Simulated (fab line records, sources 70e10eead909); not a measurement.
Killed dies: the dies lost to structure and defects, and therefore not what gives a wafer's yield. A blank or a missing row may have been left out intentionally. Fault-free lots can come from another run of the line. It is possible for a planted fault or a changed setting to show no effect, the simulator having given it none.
fab line records	flow nand_harc
record: lots: 13	wafers: 39	last_day: 33
route steps=1302 shown P_GATE@124
lots that met no fault: taken from a fault-free run of the same line
start_h: hours from the record's opening day to when the first of the lot's shown wafers began	wait_h: time in hours since the lot's previous step	" identical to the entry in the row above	L1.1+2: a row that stands for several wafers	- value missing, or start not given	* or withheld: withheld	< > ~ a bound
route shown NAME@n: names a module that has steps shown in the file, with the first one's number in the route	usual: mean and standard deviation over wafers with no fault	same: alike in all rows	chamber/n: place in a boat	sites: readings site by site	_std_site: the values' standard deviation	_edge_site: the outer-site mean with the inner-site mean subtracted	radius_mm: for every site, how far away it sits from the centre of the wafer	mask NAME#n: copy n	behind: the tool/chamber that last shaped the wafer	hold: reason for holding the lot/hours on hold/outcome of the hold	device: the n, p or np transistor that did not switch	end of line: tests run on the same wafers once the route is complete	step lacking rows: just its recipe	killed: not the wafer's yield, but the dies lost to structure and defects at the first sort	map: per-die view of a wafer (x killed, . not killed, _ where there is no die)
set.NAME: the setting that was run; set.NAME@STEP: the one run at that earlier step	model.NAME: the simulator's own value behind a step, which no gauge read
route steps across a sampled set of lots; one table per step, one row per wafer
services: the hour from which a tool's chamber was out of use, counted from the record's first day as start_h (under 0 if before that day), plus the number of hours and why
== steps ==
step: NHARC_P_GATE_DESCUM_13
recipe: time_s: 3	o2_flow_sccm: 200	ar_flow_sccm: 0	bias_power_w: 0	chemistry: O2
usual: drypump_motor_current_A: 5.9/0.67	oes_product_au: 0.999/0.0094	rf_vpp_V: 57.6/0.92	showerhead_plenum_p_Torr: 1.87/0.072	throttle_valve_pct: 11.312/0.0098
lot.wafer	tool	chamber	start_h	wait_h	drypump_motor_current_A	oes_product_au	rf_hours_counter_h	rf_vpp_V	showerhead_plenum_p_Torr	throttle_valve_pct
L734.2	rie_diel-09	0	99.65	-	4.9	0.990	6.8	57.0	1.80	11.306
L734.3	"	1	"	"	5.4	0.995	6.9	57.2	1.91	11.308
L734.5	"	2	"	"	6.3	1.000	-	57.0	1.95	11.321
L735.1	rie_diel-04	1	111.28	-	5.7	0.983	5.5	58.5	1.80	11.296
L735.4	"	2	"	"	5.8	1.004	3.6	57.5	1.98	11.301
L735.3	"	3	"	"	6.6	0.987	5.8	57.7	1.89	11.301
L739.1	rie_diel-12	2	148.48	-	6.7	0.998	3.7	57.9	1.87	11.291
L739.3	"	1	"	"	4.7	1.007	3.3	59.2	1.79	11.316
L739.6	"	3	"	"	5.9	1.007	-	57.9	1.79	11.290
L741.4	rie_diel-09	2	172.17	-	6.3	0.997	1.2	56.6	1.95	11.307
L741.2	"	1	"	"	5.4	1.001	1.4	56.5	1.91	11.304
L741.5	"	3	"	"	5.2	0.987	-	56.8	1.88	11.307
L742.3	rie_diel-12	1	184.35	-	4.7	1.007	4.9	57.4	1.79	11.328
L742.1	"	2	"	"	6.7	1.001	5.5	57.1	1.86	11.311
L742.6	"	0	"	"	6.6	1.011	-	58.1	1.98	11.328
L747.2	rie_diel-12	3	238.43	-	5.9	1.001	9.3	56.4	1.79	11.314
L747.4	"	2	"	"	6.7	0.979	10.1	57.8	1.86	11.332
L747.6	"	0	"	"	6.6	1.007	-	59.2	1.98	11.320
L749.2	rie_diel-04	2	257.95	-	5.8	0.998	3.1	56.9	1.98	11.297
L749.6	"	1	"	"	5.7	0.997	-	57.7	1.80	11.321
L749.5	"	2	"	"	5.8	0.999	-	57.6	1.98	11.310
L750.1	rie_diel-09	2	263.98	-	6.4	1.010	4.8	58.3	1.95	11.304
L750.3	"	0	"	"	5.0	0.986	5.2	57.4	1.79	11.339
L750.5	"	2	"	"	6.3	0.998	-	58.2	1.95	11.315
L751.3	rie_diel-04	3	271.11	-	6.7	0.988	5.8	56.7	1.88	11.300
L751.4	"	2	"	"	5.8	0.984	4.9	58.3	1.98	11.322
L751.5	"	3	"	"	6.6	0.984	-	57.3	1.88	11.315
L752.3	rie_diel-12	0	286.20	-	6.6	1.006	0.2	57.6	1.98	11.317
L752.5	"	3	"	"	5.8	0.982	-	57.1	1.79	11.317
L752.6	"	0	"	"	6.6	1.021	-	58.4	1.98	11.310
L753.1	rie_diel-09	3	291.23	-	5.2	0.992	7.4	57.5	1.87	11.323
L753.2	"	1	"	"	5.5	0.987	6.3	56.1	1.91	11.320
L753.6	"	3	"	"	5.2	0.998	-	56.5	1.88	11.330
L754.2	rie_diel-09	0	302.38	-	5.0	1.016	7.8	58.0	1.79	11.324
L754.6	"	1	"	"	5.4	0.997	-	58.1	1.91	11.305
L754.5	"	2	"	"	6.3	1.005	-	57.9	1.95	11.318
L755.4	rie_diel-12	3	310.48	-	5.9	0.976	2.4	56.3	1.79	11.311
L755.3	"	1	"	"	4.7	1.007	1.5	56.7	1.78	11.300
L755.6	"	0	"	"	6.6	0.993	-	56.9	1.98	11.306
step: NHARC_P_GATE_DEP_103
recipe: target_thk_a: 300	target_thk_nm: 30	temp_c: 400	flow_sccm: 200	rf_w: 350	material: SiON
usual: heater_power_w: 725/74
lot.wafer	tool	chamber	start_h	wait_h	heater_power_w
L734.2	pecvd-04	0	112.58	0.4	697
L734.3	"	1	"	"	764
L734.5	"	1	"	"	773
L735.3	pecvd-02	1	124.70	0.4	752
L735.1	"	2	"	"	796
L735.4	"	2	"	"	800
L739.1	pecvd-02	0	161.54	0.6	628
L739.3	"	1	"	"	661
L739.6	"	2	"	"	648
L741.2	pecvd-02	2	185.21	0.5	781
L741.4	"	0	"	"	517
L741.5	"	2	"	"	791
L742.1	pecvd-02	0	200.31	0.6	524
L742.3	"	1	"	"	680
L742.6	"	1	"	"	678
L747.2	pecvd-03	0	254.59	0.5	785
L747.4	"	0	"	"	775
L747.6	"	2	"	"	725
L749.2	pecvd-03	2	273.16	0.5	646
L749.5	"	1	"	"	749
L749.6	"	2	"	"	676
L750.1	pecvd-03	1	277.72	0.6	747
L750.3	"	0	"	"	799
L750.5	"	1	"	"	727
L751.3	pecvd-02	2	285.83	0.4	771
L751.5	"	0	"	"	631
L751.4	"	2	"	"	798
L752.3	pecvd-04	0	299.54	0.3	685
L752.6	"	1	"	"	712
L752.5	"	2	"	"	835
L753.1	pecvd-02	2	310.23	0.6	820
L753.2	"	1	"	"	689
L753.6	"	0	"	"	563
L754.2	pecvd-03	1	319.44	0.4	777
L754.5	"	1	"	"	780
L754.6	"	0	"	"	719
L755.3	pecvd-03	1	325.83	0.4	673
L755.6	"	0	"	"	729
L755.4	"	1	"	"	666
step: NHARC_P_GATE_INSPECT_28
usual: raw_defect_count: 5.5/2.5
lot.wafer	tool	chamber	start_h	wait_h	hold	raw_defect_count
L734.2	defect_inspect-01	-	113.39	0.0	-	10
L734.3	"	-	"	"	-	8
L734.5	"	-	"	"	-	5
L735.1	defect_inspect-01	-	125.48	0.0	-	6
L735.3	"	-	"	"	-	4
L735.4	"	-	"	"	-	7
L739.1	defect_inspect-01	-	162.32	0.0	-	6
L739.3	"	-	"	"	-	10
L739.6	"	-	"	"	-	4
L741.2	defect_inspect-02	-	185.96	0.0	await_dispo/0.2h/release	764
L741.4	"	-	"	"	await_dispo/0.2h/release	772
L741.5	"	-	"	"	await_dispo/0.2h/release	756
L741.2	defect_inspect-02	-	186.13	0.2	-	762
L741.4	"	-	"	"	-	760
L741.5	"	-	"	"	-	752
L742.1	defect_inspect-02	-	200.99	0.0	await_dispo/0.2h/release	772
L742.3	"	-	"	"	await_dispo/0.2h/release	780
L742.6	"	-	"	"	await_dispo/0.2h/release	781
L742.1	defect_inspect-02	-	201.16	0.2	-	779
L742.3	"	-	"	"	-	770
L742.6	"	-	"	"	-	773
L747.2	defect_inspect-01	-	255.40	0.0	-	10
L747.4	"	-	"	"	-	3
L747.6	"	-	"	"	-	3
L749.2	defect_inspect-01	-	273.88	0.0	-	9
L749.5	"	-	"	"	-	4
L749.6	"	-	"	"	-	6
L750.1	defect_inspect-01	-	278.52	0.0	-	1
L750.3	"	-	"	"	-	7
L750.5	"	-	"	"	-	3
L751.3	defect_inspect-01	-	286.45	0.0	-	5
L751.4	"	-	"	"	-	5
L751.5	"	-	"	"	-	2
L752.3	defect_inspect-02	-	300.34	0.0	-	2
L752.5	"	-	"	"	-	8
L752.6	"	-	"	"	-	12
L753.1	defect_inspect-01	-	311.03	0.0	-	7
L753.2	"	-	"	"	-	4
L753.6	"	-	"	"	-	5
L754.2	defect_inspect-02	-	320.25	0.0	-	8
L754.5	"	-	"	"	-	4
L754.6	"	-	"	"	-	8
L755.3	defect_inspect-02	-	326.61	0.0	-	9
L755.4	"	-	"	"	-	8
L755.6	"	-	"	"	-	3
step: NHARC_P_GATE_ALD_36
recipe: target_thk_a: 200	pulse_time_s: 60	ald_cycles: 223	temp_c: 400	material: SiNx
usual: heater_power_w: 822/56	precursor_pulse_height_rel: 1.002/0.022
lot.wafer	tool	chamber	start_h	wait_h	heater_power_w	precursor_pulse_height_rel
L734.3	ald_sin-01	1	114.73	-	817	0.949
L734.2	"	3	116.84	-	871	0.990
L734.5	"	2	120.00	-	805	1.005
L735.1	ald_sin-03	2	126.83	-	934	0.979
L735.3	"	0	129.69	-	953	0.968
L735.4	"	2	131.12	-	921	1.018
L739.3	ald_sin-03	3	163.63	-	790	1.001
L739.1	"	2	166.81	-	910	1.025
L739.6	"	0	168.93	-	960	1.012
L747.2	ald_sin-03	1	256.71	-	800	1.054
L747.4	"	2	257.78	-	866	1.015
L747.6	"	1	260.97	-	831	0.993
L749.2	ald_sin-02	1	275.20	-	707	1.009
L749.6	"	1	279.48	-	699	1.015
L749.5	"	2	280.54	-	848	1.032
L750.3	ald_sin-03	1	279.84	-	795	1.009
L750.1	"	2	280.91	-	855	1.013
L750.5	"	1	284.13	-	797	1.003
L751.3	ald_sin-01	1	290.57	-	807	0.969
L751.5	"	2	291.96	-	768	1.019
L751.4	"	3	293.36	-	868	0.983
L752.3	ald_sin-03	0	303.88	-	839	1.022
L752.5	"	2	305.99	-	880	0.938
L752.6	"	3	307.04	-	809	0.975
L753.2	ald_sin-02	0	312.50	-	770	0.977
L753.1	"	3	315.69	-	882	0.956
L753.6	"	0	316.75	-	745	0.984
L754.2	ald_sin-01	3	322.61	-	852	0.993
L754.5	"	2	325.79	-	759	0.996
L754.6	"	3	326.85	-	888	1.011
L755.4	ald_sin-03	3	327.92	-	818	1.015
L755.3	"	0	328.98	-	835	1.006
L755.6	"	0	333.22	-	843	0.979
step: NHARC_P_GATE_STRIP_101
recipe: time_s: 20	o2_flow_sccm: 500	ar_flow_sccm: 0	bias_w: 0	chemistry: O2
usual: drypump_motor_current_A: 5.9/0.64	oes_product_au: 0.997/0.01	rf_vpp_V: 57.5/0.77	showerhead_plenum_p_Torr: 3.46/0.12	throttle_valve_pct: 17.037/0.0091
lot.wafer	tool	chamber	start_h	wait_h	drypump_motor_current_A	oes_product_au	rf_hours_counter_h	rf_vpp_V	showerhead_plenum_p_Torr	throttle_valve_pct
L734.2	rie_diel-04	3	124.32	0.1	6.6	0.998	6	56.6	3.48	17.038
L734.3	"	2	"	"	5.8	0.995	4	57.8	3.64	17.050
L734.5	"	0	"	"	5.7	1.011	-	58.3	3.55	17.020
L735.4	rie_diel-04	2	138.68	0.1	5.8	1.009	4	58.1	3.64	17.046
L735.1	"	3	"	"	6.7	0.994	7	57.4	3.48	17.045
L735.3	"	0	"	"	5.7	1.015	7	57.6	3.55	17.038
L739.3	rie_diel-04	0	173.27	0.1	5.7	1.011	9	57.4	3.55	17.038
L739.1	"	1	"	"	5.7	0.992	8	57.5	3.33	17.030
L739.6	"	3	"	"	6.6	0.994	-	57.9	3.48	17.028
L747.2	rie_diel-12	2	266.38	0.1	6.8	0.994	11	57.1	3.44	17.042
L747.4	"	3	"	"	5.9	1.003	10	57.4	3.32	17.047
L747.6	"	3	"	"	5.9	1.000	-	58.0	3.32	17.027
L749.2	rie_diel-12	1	284.88	0.1	4.7	0.996	0	56.4	3.31	17.037
L749.6	"	1	"	"	4.7	1.014	-	58.3	3.31	17.035
L749.5	"	2	"	"	6.8	0.985	-	57.1	3.44	17.031
L750.3	rie_diel-12	2	289.56	0.1	6.8	0.978	0	56.8	3.44	17.040
L750.1	"	1	"	"	4.7	0.990	0	58.4	3.31	17.043
L750.5	"	1	"	"	4.7	0.994	-	58.0	3.31	17.036
L751.4	rie_diel-09	2	299.41	0.1	6.4	0.988	7	57.1	3.59	17.035
L751.3	"	3	"	"	5.2	0.994	8	57.6	3.46	17.024
L751.5	"	2	"	"	6.4	0.985	-	57.0	3.59	17.049
L752.3	rie_diel-09	1	311.46	0.2	5.4	0.996	8	57.0	3.52	17.060
L752.6	"	1	"	"	5.5	0.995	-	57.4	3.52	17.038
L752.5	"	3	"	"	5.2	0.990	-	57.6	3.46	17.033
L753.2	rie_diel-04	1	322.14	0.1	5.7	0.976	8	57.7	3.32	17.046
L753.1	"	3	"	"	6.6	0.980	9	58.9	3.47	17.034
L753.6	"	1	"	"	5.7	0.980	-	58.4	3.32	17.053
L754.2	rie_diel-12	1	331.18	0.1	4.7	0.996	2	57.8	3.31	17.040
L754.6	"	2	"	"	6.7	0.997	-	57.6	3.44	17.021
L754.5	"	3	"	"	5.9	0.993	-	57.1	3.31	17.043
L755.3	rie_diel-04	2	337.55	0.1	5.8	1.004	9	57.8	3.63	17.043
L755.4	"	3	"	"	6.6	0.999	10	58.1	3.47	17.024
L755.6	"	1	"	"	5.7	0.992	-	56.9	3.32	17.036
== services ==
tool	chamber	start_h	hours	kind
rie_diel-12	-	91.40	9.0	pm
pecvd-02	-	96.38	1.6	repair
rie_diel-04	2	97.48	4.4	repair
rie_diel-04	0	100.26	5.4	repair
rie_diel-12	3	105.20	9.5	repair
rie_diel-12	1	115.62	12.3	repair
ald_sin-03	3	117.00	3.3	repair
rie_diel-04	1	132.70	1.3	repair
rie_diel-12	3	139.04	2.6	repair
rie_diel-09	-	143.10	9.0	pm
ald_sin-03	-	152.86	5.1	repair
ald_sin-03	2	158.23	4.6	repair
rie_diel-12	1	165.31	4.3	repair
rie_diel-04	-	177.90	9.0	pm
pecvd-02	-	218.23	0.7	repair
rie_diel-04	2	232.60	11.0	repair
rie_diel-09	2	233.44	7.4	repair
rie_diel-12	-	268.40	9.0	pm
rie_diel-12	0	288.66	8.2	repair
rie_diel-04	3	294.22	8.4	repair
rie_diel-04	0	298.58	8.8	repair
rie_diel-09	0	309.45	8.7	repair
rie_diel-09	-	320.10	9.0	pm
rie_diel-09	1	334.70	35.7	repair
== key ==
first_sign: step: NHARC_P_GATE_INSPECT_28	reading: visit	direction: added
effect: step: NHARC_P_GATE_INSPECT_28	reading: raw_defect_count	direction: up	sigmas: 99+	usual: 5.5	struck: 770.8
met_at NHARC_P_GATE_DEP_103
struck_lots L741,L742
scrapped_behind NHARC_P_GATE_INSPECT_28 L741.2,L741.4,L741.5,L742.1,L742.3,L742.6
not_acting_at NHARC_P_GATE_DESCUM_13,NHARC_P_GATE_ALD_36,NHARC_P_GATE_STRIP_101
onset_between 161.54 185.21
fault: kind: chamber_particle_source	tool: pecvd-02	chamber: -	onset_h: 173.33	steps: NHARC_P_GATE_DEP_103	rate_per_visit_cm2: 1.1973	end_h: 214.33
